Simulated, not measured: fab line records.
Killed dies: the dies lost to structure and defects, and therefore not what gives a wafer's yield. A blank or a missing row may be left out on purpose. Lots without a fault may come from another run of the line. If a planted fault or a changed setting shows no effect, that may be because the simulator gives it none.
fab line records	flow n5-finfet
[record] lots = 24	wafers = 72	last-day = 18
route steps=1938 shown STI_FIN_REVEAL@196 DUMMY_GATE@232
lots that met no fault: taken from a fault-free run of the same line
start-h: hours from the record's first day to the start of the lot's first wafer shown	wait-h: hours from the lot's prior step to this one	" as in the row above	L1.1+2: a row that stands for several wafers	- either no value or no given start	* or withheld: withheld	< > ~ a bound
route shown NAME@n: NAME is a module with steps in the file, n the number in the route of the first one	usual: mean/standard deviation taken from wafers without a fault	same: alike in all rows	chamber/n: place in a boat	sites: per-site readings	_std_site: their standard deviation	_edge_site: outer sites' mean less inner sites'	radius-mm: how far each site lies from the wafer's centre	mask NAME#n: copy n	behind: the last tool/chamber to shape the wafer	hold: the reason the lot was held/the length of the hold in hours/how it ended	device: whichever transistor did not switch (one of n, p or np)	end of line: the tests these same wafers got at the end of their route	where a step has no rows: the recipe by itself	killed: not the wafer's yield, but the dies lost to structure and defects at the first sort	map: the dies of a wafer, with x for killed, . for not killed, _ for no die there
set.NAME: setting as actually run; set.NAME@STEP: the setting as run at that earlier step	model.NAME: the simulator's own value behind a step, which no gauge read
the route's steps for a sample of lots (tables are steps, rows are wafers)
services: a tool's chamber out of use, with start hour (start-h, from the record's first day; less than 0 if before it), hours out, and reason
[[steps]]
[step N5_STI_FIN_REVEAL_RECESS_09]
[recipe] chemistry = HF/NH3	target = SiO2	afs-cycles = 11	target-depth-a = 425	temp-c = 30	sublimation-temp-c = 180	sublimation-time-s = 60
[usual] drypump-motor-current-A = 5.6/0.48
[same] afs-cycles = 11
lot.wafer	tool	chamber	start-h	wait-h	drypump-motor-current-A
L074.4	vapor-etch-01	1	39.16	0.6	6.3
L074.5	"	1	"	"	6.3
L074.6	"	0	"	"	5.2
L075.1	vapor-etch-01	0	41.19	0.0	5.2
L075.3	"	0	"	"	5.2
L075.6	"	1	"	"	6.3
L076.3	vapor-etch-01	0	48.31	0.6	5.2
L076.4	"	1	"	"	6.3
L076.6	"	0	"	"	5.2
L077.1	vapor-etch-02	1	54.12	0.0	5.7
L077.2	"	0	"	"	5.0
L077.6	"	1	55.18	1.1	5.7
L078.3	vapor-etch-02	0	59.95	0.6	5.0
L078.4	"	1	"	"	5.7
L078.5	"	1	"	"	5.7
L079.1	vapor-etch-02	0	65.59	0.0	5.0
L079.4	"	1	"	"	5.6
L079.5	"	1	"	"	5.6
L080.2	vapor-etch-02	1	71.89	0.0	5.7
L080.3	"	0	"	"	5.1
L080.5	"	1	"	"	5.7
L081.2	vapor-etch-01	0	76.86	0.0	5.2
L081.3	"	0	"	"	5.2
L081.6	"	0	"	"	5.2
L082.1	vapor-etch-02	1	81.57	0.0	5.6
L082.4	"	1	"	"	5.6
L082.5	"	0	"	"	5.1
L083.1	vapor-etch-01	1	90.87	0.0	6.2
L083.3	"	1	"	"	6.3
L083.4	"	0	"	"	5.2
L084.1	vapor-etch-01	1	95.83	0.0	6.3
L084.3	"	0	"	"	5.2
L084.6	"	1	"	"	6.3
L085.1	vapor-etch-02	1	106.52	0.0	5.7
L085.4	"	0	"	"	5.1
L085.5	"	0	"	"	5.1
L086.3	vapor-etch-01	0	113.89	0.6	5.2
L086.5	"	0	"	"	5.2
L086.6	"	1	"	"	6.3
L087.1	vapor-etch-01	1	117.85	0.0	6.3
L087.3	"	1	"	"	6.3
L087.5	"	1	"	"	6.2
L088.2	vapor-etch-02	1	122.55	0.0	5.6
L088.3	"	0	"	"	5.0
L088.4	"	1	"	"	5.6
L089.2	vapor-etch-01	0	126.69	0.0	5.2
L089.3	"	0	"	"	5.2
L089.4	"	1	"	"	6.3
L090.1	vapor-etch-01	1	131.24	0.0	6.3
L090.3	"	0	"	"	5.2
L090.4	"	1	"	"	6.3
L091.3	vapor-etch-02	1	137.72	0.6	5.6
L091.4	"	0	"	"	5.1
L091.5	"	1	"	"	5.6
L092.4	vapor-etch-01	1	143.08	0.6	6.2
L092.5	"	0	"	"	5.2
L092.6	"	1	"	"	6.2
L093.1	vapor-etch-02	1	151.55	0.1	5.6
L093.4	"	0	"	"	5.0
L093.5	"	1	"	"	5.6
L094.1	vapor-etch-01	1	156.51	0.0	6.2
L094.2	"	0	"	"	5.2
L094.4	"	1	"	"	6.2
L095.2	vapor-etch-01	0	163.00	0.0	5.2
L095.3	"	0	"	"	5.2
L095.6	"	1	"	"	6.3
L096.3	vapor-etch-02	0	167.80	0.6	5.1
L096.4	"	1	"	"	5.7
L096.5	"	0	"	"	5.1
L097.2	vapor-etch-02	1	176.53	0.0	5.6
L097.3	"	1	"	"	5.7
L097.5	"	1	"	"	5.7
[step N5_STI_FIN_REVEAL_OXIDATION_33]
[recipe] chemistry = O2_PLASMA_REMOTE	temp-c = 150	time-s = 20	pressure-mtorr = 1000	source-power-w = 2000	o2-flow-sccm = 3000
[usual] chamber-pressure-mTorr = 999.9/0.91	drypump-motor-current-A = 5.7/0.55	heater-power-w = 141/3.6
lot.wafer	tool	chamber	start-h	wait-h	chamber-pressure-mTorr	drypump-motor-current-A	heater-power-w	rf-hours-counter-h
L074.4	plasma-asher-01	1	41.15	0.0	999.4	5.8	140	-
L074.5	"	0	"	"	999.9	5.0	140	-
L074.6	"	1	"	"	999.1	5.8	138	-
L075.1	plasma-asher-02	1	43.73	0.0	1000.4	5.3	144	27
L075.3	"	1	"	"	1000.7	5.3	145	-
L075.6	"	1	"	"	999.3	5.3	141	-
L076.3	plasma-asher-02	1	50.32	0.0	1001.5	5.3	141	-
L076.4	"	0	"	"	999.1	6.4	142	-
L076.6	"	1	"	"	1001.1	5.3	144	-
L077.1	plasma-asher-01	0	56.62	0.0	1000.8	5.0	137	82
L077.2	"	1	"	"	1001.1	5.7	138	82
L077.6	"	1	"	"	998.0	5.8	132	-
L078.3	plasma-asher-02	1	61.98	0.1	998.8	5.3	144	-
L078.4	"	0	"	"	1001.2	6.4	142	-
L078.5	"	0	"	"	1001.8	6.4	146	-
L079.1	plasma-asher-02	1	68.51	0.0	998.8	5.2	142	31
L079.4	"	0	"	"	999.3	6.4	145	-
L079.5	"	0	"	"	999.3	6.4	148	-
L080.2	plasma-asher-01	0	74.40	0.0	1000.4	5.0	141	86
L080.3	"	1	"	"	1001.5	5.8	136	-
L080.5	"	0	"	"	1000.6	5.0	141	-
L081.2	plasma-asher-02	0	79.91	0.0	999.9	6.4	143	34
L081.3	"	0	"	"	1000.4	6.4	144	-
L081.6	"	0	"	"	998.8	6.4	148	-
L082.1	plasma-asher-01	0	84.11	0.0	1000.2	5.0	138	88
L082.4	"	1	"	"	999.9	5.8	135	-
L082.5	"	1	"	"	999.2	5.8	139	-
L083.1	plasma-asher-02	1	93.41	0.0	1000.3	5.3	147	37
L083.3	"	1	"	"	999.1	5.3	144	-
L083.4	"	0	"	"	1000.7	6.4	148	-
L084.1	plasma-asher-01	1	98.39	0.0	998.8	5.7	131	89
L084.3	"	1	"	"	1000.0	5.8	139	-
L084.6	"	0	"	"	1000.0	5.0	140	-
L085.1	plasma-asher-01	1	109.30	0.0	1000.7	5.8	140	93
L085.4	"	0	"	"	997.1	5.0	138	-
L085.5	"	1	"	"	999.4	5.8	137	-
L086.3	plasma-asher-02	1	116.15	0.0	999.1	5.3	145	-
L086.5	"	1	"	"	999.2	5.3	140	-
L086.6	"	0	"	"	999.8	6.4	147	-
L087.1	plasma-asher-01	0	120.61	0.0	999.1	5.0	136	95
L087.3	"	0	"	"	997.7	5.0	134	-
L087.5	"	0	"	"	999.7	5.0	143	-
L088.2	plasma-asher-01	0	125.32	0.0	999.4	5.0	142	96
L088.3	"	0	"	"	998.1	5.0	142	-
L088.4	"	1	"	"	1001.2	5.8	137	-
L089.2	plasma-asher-02	1	129.19	0.0	999.6	5.3	150	43
L089.3	"	1	"	"	999.6	5.2	143	-
L089.4	"	0	"	"	999.1	6.4	148	-
L090.1	plasma-asher-02	1	133.98	0.0	999.9	5.3	144	44
L090.3	"	0	"	"	998.9	6.4	142	-
L090.4	"	1	"	"	999.7	5.3	143	-
L091.3	plasma-asher-02	1	139.96	0.0	999.3	5.3	146	-
L091.4	"	0	"	"	1000.9	6.4	148	-
L091.5	"	1	"	"	1000.2	5.3	146	-
L092.4	plasma-asher-02	1	145.07	0.0	1001.0	5.3	143	-
L092.5	"	0	"	"	1000.1	6.4	142	-
L092.6	"	1	"	"	998.6	5.3	142	-
L093.1	plasma-asher-02	1	154.07	0.0	1000.9	5.3	142	47
L093.4	"	0	"	"	998.4	6.4	142	-
L093.5	"	0	"	"	998.5	6.4	145	-
L094.1	plasma-asher-01	1	159.01	0.0	1002.3	5.8	140	103
L094.2	"	0	"	"	999.6	5.0	138	103
L094.4	"	1	"	"	1001.0	5.8	139	-
L095.2	plasma-asher-02	0	165.51	0.0	1000.3	6.4	143	50
L095.3	"	1	"	"	1000.3	5.3	143	-
L095.6	"	1	"	"	1000.4	5.3	141	-
L096.3	plasma-asher-01	1	169.80	0.0	1000.1	5.8	137	-
L096.4	"	0	"	"	999.2	5.0	136	-
L096.5	"	0	"	"	1001.1	5.0	140	-
L097.2	plasma-asher-02	0	179.07	0.0	999.6	6.4	143	54
L097.3	"	1	"	"	1000.0	5.3	142	-
L097.5	"	1	"	"	1000.2	5.3	146	-
[step N5_STI_FIN_REVEAL_FIN_H_MEAS_10]
[usual] trench-depth-nm = 51.8/0.72
lot.wafer	tool	chamber	start-h	wait-h	trench-depth-nm
L074.4	ocd-01	-	41.33	0.0	52.2
L074.5	"	-	"	"	52.2
L074.6	"	-	"	"	52.5
L075.1	ocd-01	-	43.92	0.0	51.6
L075.3	"	-	"	"	51.3
L075.6	"	-	"	"	51.3
L076.3	ocd-01	-	50.50	0.0	50.7
L076.4	"	-	"	"	51.2
L076.6	"	-	"	"	50.8
L077.1	ocd-02	-	56.81	0.0	50.8
L077.2	"	-	"	"	51.8
L077.6	"	-	"	"	52.9
L078.3	ocd-01	-	62.16	0.0	52.0
L078.4	"	-	"	"	50.6
L078.5	"	-	"	"	51.0
L079.1	ocd-01	-	68.75	0.0	51.8
L079.4	"	-	"	"	50.2
L079.5	"	-	"	"	50.5
L080.2	ocd-02	-	74.60	0.0	51.2
L080.3	"	-	"	"	50.1
L080.5	"	-	"	"	50.4
L081.2	ocd-02	-	80.10	0.0	52.6
L081.3	"	-	"	"	51.4
L081.6	"	-	"	"	51.9
L082.1	ocd-01	-	84.30	0.0	52.9
L082.4	"	-	"	"	52.8
L082.5	"	-	"	"	51.1
L083.1	ocd-02	-	93.61	0.0	51.9
L083.3	"	-	"	"	51.8
L083.4	"	-	"	"	51.5
L084.1	ocd-01	-	98.67	0.0	51.2
L084.3	"	-	"	"	51.1
L084.6	"	-	"	"	51.3
L085.1	ocd-01	-	109.50	0.0	52.2
L085.4	"	-	"	"	53.0
L085.5	"	-	"	"	51.9
L086.3	ocd-01	-	116.33	0.0	53.3
L086.5	"	-	"	"	51.1
L086.6	"	-	"	"	52.3
L087.1	ocd-01	-	120.85	0.0	52.1
L087.3	"	-	"	"	51.9
L087.5	"	-	"	"	52.6
L088.2	ocd-01	-	125.51	0.0	52.9
L088.3	"	-	"	"	51.7
L088.4	"	-	"	"	52.3
L089.2	ocd-02	-	129.39	0.0	51.6
L089.3	"	-	"	"	51.7
L089.4	"	-	"	"	52.1
L090.1	ocd-01	-	134.18	0.0	52.0
L090.3	"	-	"	"	52.2
L090.4	"	-	"	"	51.2
L091.3	ocd-02	-	140.13	0.0	51.9
L091.4	"	-	"	"	53.0
L091.5	"	-	"	"	52.6
L092.4	ocd-02	-	145.25	0.0	51.0
L092.5	"	-	"	"	50.9
L092.6	"	-	"	"	52.1
L093.1	ocd-02	-	154.26	0.0	51.6
L093.4	"	-	"	"	51.3
L093.5	"	-	"	"	51.6
L094.1	ocd-02	-	159.21	0.0	52.2
L094.2	"	-	"	"	52.3
L094.4	"	-	"	"	51.9
L095.2	ocd-01	-	165.70	0.0	52.1
L095.3	"	-	"	"	52.0
L095.6	"	-	"	"	51.6
L096.3	ocd-01	-	169.98	0.0	53.3
L096.4	"	-	"	"	52.1
L096.5	"	-	"	"	51.8
L097.2	ocd-01	-	179.27	0.0	52.7
L097.3	"	-	"	"	50.6
L097.5	"	-	"	"	52.5
[step N5_DUMMY_GATE_OVL_MEAS_16]
[recipe] points-per-wafer = 522
[usual] GATE_OVL = 0.1/0.54
lot.wafer	tool	chamber	start-h	wait-h	GATE_OVL[nm]
L074.4	overlay-01	0	49.96	0.0	0.7
L074.5	"	0	"	"	-0.1
L074.6	"	0	"	"	-0.2
L075.1	overlay-02	0	52.57	0.0	-0.7
L075.3	"	0	"	"	-0.2
L075.6	"	0	"	"	-0.1
L076.3	overlay-01	0	59.53	0.0	-0.5
L076.4	"	0	"	"	-0.2
L076.6	"	0	"	"	-0.2
L077.1	overlay-02	0	65.43	0.0	-0.1
L077.2	"	0	"	"	0.4
L077.6	"	0	"	"	0.0
L078.3	overlay-01	0	71.19	0.0	0.8
L078.4	"	0	"	"	-0.8
L078.5	"	0	"	"	0.4
L079.1	overlay-02	0	77.36	0.0	0.4
L079.4	"	0	"	"	-0.1
L079.5	"	0	"	"	0.3
L080.2	overlay-02	0	83.79	0.0	0.6
L080.3	"	0	"	"	-1.2
L080.5	"	0	"	"	0.3
L081.2	overlay-02	0	88.76	0.0	-0.2
L081.3	"	0	"	"	1.1
L081.6	"	0	"	"	0.1
L082.1	overlay-01	0	93.05	0.0	1.1
L082.4	"	0	"	"	0.1
L082.5	"	0	"	"	0.5
L083.1	overlay-01	0	105.82	0.0	1.1
L083.3	"	0	"	"	0.2
L083.4	"	0	"	"	-0.2
L084.1	overlay-01	0	111.58	0.0	0.5
L084.3	"	0	"	"	-0.3
L084.6	"	0	"	"	-0.2
L085.1	overlay-01	0	121.15	0.0	-0.1
L085.4	"	0	"	"	0.7
L085.5	"	0	"	"	0.0
L086.3	overlay-02	0	125.16	0.0	-0.7
L086.5	"	0	"	"	-0.5
L086.6	"	0	"	"	0.7
L087.1	overlay-02	0	129.60	0.0	0.6
L087.3	"	0	"	"	0.1
L087.5	"	0	"	"	-0.5
L088.2	overlay-01	0	136.23	0.0	-0.5
L088.3	"	0	"	"	0.1
L088.4	"	0	"	"	-0.4
L089.2	overlay-02	0	138.01	0.0	0.9
L089.3	"	0	"	"	-0.1
L089.4	"	0	"	"	0.7
L090.1	overlay-02	0	146.03	0.0	-0.3
L090.3	"	0	"	"	0.1
L090.4	"	0	"	"	-0.2
L091.3	overlay-02	0	148.83	0.0	0.4
L091.4	"	0	"	"	0.1
L091.5	"	0	"	"	0.6
L092.4	overlay-01	0	157.84	0.0	-0.5
L092.5	"	0	"	"	-0.5
L092.6	"	0	"	"	0.3
L093.1	overlay-01	0	162.90	0.0	0.5
L093.4	"	0	"	"	-0.4
L093.5	"	0	"	"	0.8
L094.1	overlay-02	0	168.21	0.0	1.1
L094.2	"	0	"	"	0.0
L094.4	"	0	"	"	-0.6
L095.2	overlay-02	0	174.44	0.0	0.5
L095.3	"	0	"	"	-0.5
L095.6	"	0	"	"	0.0
L096.3	overlay-01	0	178.87	0.0	0.4
L096.4	"	0	"	"	-0.8
L096.5	"	0	"	"	-0.3
L097.2	overlay-01	0	189.86	0.0	-0.5
L097.3	"	0	"	"	0.8
L097.5	"	0	"	"	-0.5
[step N5_DUMMY_GATE_ETCH_32]
[recipe] chemistry = CF4	target = SiO2	target-depth-a = 35	time-s = 3.9	ion-energy-ev = 350	pressure-mtorr = 10	icp-w = 800	bias-w = 400	cf4-flow-sccm = 80
[usual] chamber-pressure-mTorr = 10.000/0.009	drypump-motor-current-A = 5.93/0.29	oes-product-au = 0.988/0.021	throttle-valve-pct = 21.87/0.26
lot.wafer	tool	chamber	start-h	wait-h	chamber-pressure-mTorr	drypump-motor-current-A	oes-product-au	rf-hours-counter-h	throttle-valve-pct
L074.4	rie-si-03	1	50.70	0.1	10.002	5.38	0.992	53	21.96
L074.5	"	2	"	"	10.008	5.84	0.977	-	21.78
L074.6	"	1	"	"	9.985	5.38	0.994	-	21.95
L075.1	rie-si-03	1	53.39	0.1	9.994	5.38	1.003	53	21.96
L075.3	"	2	"	"	10.003	5.83	0.972	97	21.81
L075.6	"	0	"	"	10.005	5.86	1.007	-	21.28
L076.3	rie-si-04	2	60.28	0.1	10.010	5.50	0.986	140	21.98
L076.4	"	0	"	"	9.999	6.39	0.962	-	22.04
L076.6	"	2	"	"	10.009	5.51	0.995	-	21.99
L077.1	rie-si-04	3	66.22	0.1	10.000	5.80	0.993	108	22.18
L077.2	"	2	"	"	10.009	5.50	0.974	140	21.99
L077.6	"	3	"	"	10.006	5.82	0.997	-	22.18
L078.3	rie-si-04	2	72.13	0.1	9.994	5.53	0.988	140	22.00
L078.4	"	3	"	"	9.987	5.79	1.005	-	22.19
L078.5	"	2	"	"	10.000	5.52	0.987	-	21.99
L079.1	rie-si-04	0	78.17	0.1	10.001	6.39	0.965	200	22.04
L079.4	"	2	"	"	10.005	5.51	0.994	-	22.00
L079.5	"	3	"	"	10.004	5.80	1.000	-	22.19
L080.2	rie-si-04	3	84.54	0.1	9.988	5.80	1.009	108	22.18
L080.3	"	0	"	"	10.006	6.39	0.965	200	22.04
L080.5	"	2	"	"	10.012	5.50	0.983	-	22.01
L081.2	rie-si-03	2	89.52	0.1	10.010	5.82	0.972	97	21.80
L081.3	"	3	"	"	10.008	5.85	0.991	176	22.01
L081.6	"	0	"	"	10.000	5.87	1.005	-	21.28
L082.1	rie-si-02	3	93.93	0.1	10.008	6.20	0.941	22	21.38
L082.4	"	0	"	"	9.996	6.40	0.985	105	21.92
L082.5	"	2	"	"	10.001	5.87	1.003	-	22.01
L083.1	rie-si-02	0	106.58	0.1	10.005	6.38	0.980	105	21.93
L083.3	"	2	"	"	10.011	5.87	1.009	7	22.00
L083.4	"	1	"	"	10.007	6.07	0.972	2	21.92
L084.1	rie-si-04	2	112.58	0.1	9.993	5.52	0.983	141	22.00
L084.3	"	1	"	"	10.004	6.01	1.003	184	21.81
L084.6	"	3	"	"	10.004	5.79	1.002	-	22.21
L085.1	rie-si-02	0	121.93	0.1	10.004	6.40	0.977	105	21.93
L085.4	"	2	"	"	9.997	5.84	1.004	8	22.01
L085.5	"	1	"	"	10.014	6.06	0.966	-	21.90
L086.3	rie-si-02	0	126.01	0.1	9.999	6.40	0.986	105	21.93
L086.5	"	1	"	"	9.999	6.07	0.965	-	21.90
L086.6	"	2	"	"	10.007	5.86	1.023	-	22.01
L087.1	rie-si-02	0	130.44	0.1	10.008	6.40	0.984	105	21.93
L087.3	"	2	"	"	9.994	5.86	1.015	8	22.03
L087.5	"	3	"	"	10.011	6.21	0.950	-	21.39
L088.2	rie-si-02	1	137.40	0.1	10.013	6.04	0.976	2	21.90
L088.3	"	2	"	"	10.002	5.85	1.015	8	22.00
L088.4	"	0	"	"	9.995	6.44	0.981	105	21.93
L089.2	rie-si-02	3	139.11	0.2	9.992	6.21	0.954	23	21.39
L089.3	"	1	"	"	10.003	6.05	0.985	2	21.93
L089.4	"	2	"	"	9.997	5.84	1.021	8	22.01
L090.1	rie-si-03	0	146.87	0.1	10.007	5.86	1.009	3	21.29
L090.3	"	2	"	"	10.012	5.82	0.973	98	21.80
L090.4	"	1	"	"	10.008	5.34	1.014	55	21.94
L091.3	rie-si-03	2	149.87	0.1	9.994	5.85	0.976	98	21.80
L091.4	"	0	"	"	10.006	5.89	1.009	3	21.29
L091.5	"	3	"	"	9.996	5.84	1.005	-	22.01
L092.4	rie-si-04	1	158.65	0.0	9.991	6.02	0.978	184	21.79
L092.5	"	0	"	"	10.009	6.38	0.991	-	22.03
L092.6	"	3	"	"	10.007	5.82	1.010	-	22.19
L093.1	rie-si-04	2	163.67	0.1	9.993	5.53	0.988	142	22.00
L093.4	"	3	"	"	9.999	5.77	1.006	110	22.20
L093.5	"	1	"	"	9.990	6.03	0.980	-	21.79
L094.1	rie-si-02	1	169.01	0.1	10.000	6.07	0.972	3	21.91
L094.2	"	0	"	"	9.984	6.39	0.987	106	21.93
L094.4	"	3	"	"	9.993	6.18	0.954	23	21.38
L095.2	rie-si-03	0	175.53	0.1	10.011	5.91	1.011	3	21.27
L095.3	"	2	"	"	10.001	5.81	0.974	99	21.78
L095.6	"	3	"	"	9.995	5.88	1.002	-	22.02
L096.3	rie-si-02	3	179.62	0.1	10.002	6.19	0.940	24	21.40
L096.4	"	2	"	"	9.993	5.85	1.005	9	22.01
L096.5	"	0	"	"	9.996	6.42	0.978	-	21.94
L097.2	rie-si-03	1	190.72	0.1	9.980	5.37	0.986	55	21.96
L097.3	"	0	"	"	9.991	5.90	1.011	4	21.29
L097.5	"	2	"	"	9.995	5.83	0.980	-	21.80
[step N5_DUMMY_GATE_CD_MEAS_24]
[recipe] target-cd-nm = 15
[usual] cd-nm = 15.0/0.4
lot.wafer	tool	chamber	start-h	wait-h	cd-nm
L074.4	cd-sem-03	-	50.91	0.1	15.1
L074.5	"	-	"	"	14.9
L074.6	"	-	"	"	15.5
L075.1	cd-sem-03	-	53.59	0.1	14.8
L075.3	"	-	"	"	15.7
L075.6	"	-	"	"	15.9
L076.3	cd-sem-01	-	60.48	0.1	14.7
L076.4	"	-	"	"	14.1
L076.6	"	-	"	"	15.1
L077.1	cd-sem-01	-	66.42	0.1	15.7
L077.2	"	-	"	"	15.7
L077.6	"	-	"	"	15.4
L078.3	cd-sem-01	-	72.34	0.1	15.6
L078.4	"	-	"	"	15.3
L078.5	"	-	"	"	15.8
L079.1	cd-sem-03	-	78.37	0.1	15.3
L079.4	"	-	"	"	15.2
L079.5	"	-	"	"	15.1
L080.2	cd-sem-01	-	84.75	0.1	15.0
L080.3	"	-	"	"	14.7
L080.5	"	-	"	"	14.6
L081.2	cd-sem-02	-	89.72	0.1	15.2
L081.3	"	-	"	"	14.6
L081.6	"	-	"	"	15.3
L082.1	cd-sem-02	-	94.13	0.1	14.6
L082.4	"	-	"	"	15.0
L082.5	"	-	"	"	14.2
L083.1	cd-sem-03	-	106.78	0.1	15.2
L083.3	"	-	"	"	14.9
L083.4	"	-	"	"	14.7
L084.1	cd-sem-02	-	112.78	0.1	15.3
L084.3	"	-	"	"	14.7
L084.6	"	-	"	"	14.9
L085.1	cd-sem-02	-	122.13	0.1	14.9
L085.4	"	-	"	"	14.6
L085.5	"	-	"	"	14.7
L086.3	cd-sem-01	-	126.21	0.1	15.2
L086.5	"	-	"	"	15.4
L086.6	"	-	"	"	15.0
L087.1	cd-sem-01	-	130.64	0.1	15.5
L087.3	"	-	"	"	16.0
L087.5	"	-	"	"	15.3
L088.2	cd-sem-02	-	137.60	0.1	15.7
L088.3	"	-	"	"	15.0
L088.4	"	-	"	"	15.8
L089.2	cd-sem-01	-	139.31	0.1	15.4
L089.3	"	-	"	"	14.6
L089.4	"	-	"	"	15.1
L090.1	cd-sem-02	-	147.07	0.1	15.2
L090.3	"	-	"	"	14.8
L090.4	"	-	"	"	15.2
L091.3	cd-sem-01	-	150.08	0.1	14.5
L091.4	"	-	"	"	15.5
L091.5	"	-	"	"	15.4
L092.4	cd-sem-01	-	158.86	0.1	15.1
L092.5	"	-	"	"	14.7
L092.6	"	-	"	"	14.4
L093.1	cd-sem-03	-	163.87	0.1	14.3
L093.4	"	-	"	"	15.6
L093.5	"	-	"	"	14.8
L094.1	cd-sem-01	-	169.21	0.1	15.4
L094.2	"	-	"	"	15.5
L094.4	"	-	"	"	14.9
L095.2	cd-sem-02	-	175.73	0.1	15.1
L095.3	"	-	"	"	14.8
L095.6	"	-	"	"	14.5
L096.3	cd-sem-02	-	179.82	0.1	15.4
L096.4	"	-	"	"	15.5
L096.5	"	-	"	"	14.9
L097.2	cd-sem-03	-	190.92	0.1	14.9
L097.3	"	-	"	"	15.7
L097.5	"	-	"	"	14.9
[[services]]
tool	chamber	start-h	hours	kind
rie-si-04	3	35.47	2.8	repair
vapor-etch-02	-	38.38	0.8	repair
rie-si-04	1	50.55	27.8	repair
plasma-asher-01	-	61.83	2.8	pm
rie-si-02	2	72.84	6.2	repair
rie-si-03	3	75.66	4.1	repair
rie-si-04	0	86.44	-	clean
rie-si-04	0	86.44	15.7	scheduled-down
rie-si-04	0	86.44	15.7	vent-cycle
rie-si-03	3	96.29	8.2	repair
plasma-asher-02	-	100.61	3.8	repair
rie-si-03	-	115.78	2.8	pm
rie-si-02	0	172.51	2.5	repair
rie-si-02	0	181.85	14.7	repair
[[key]]
fault none
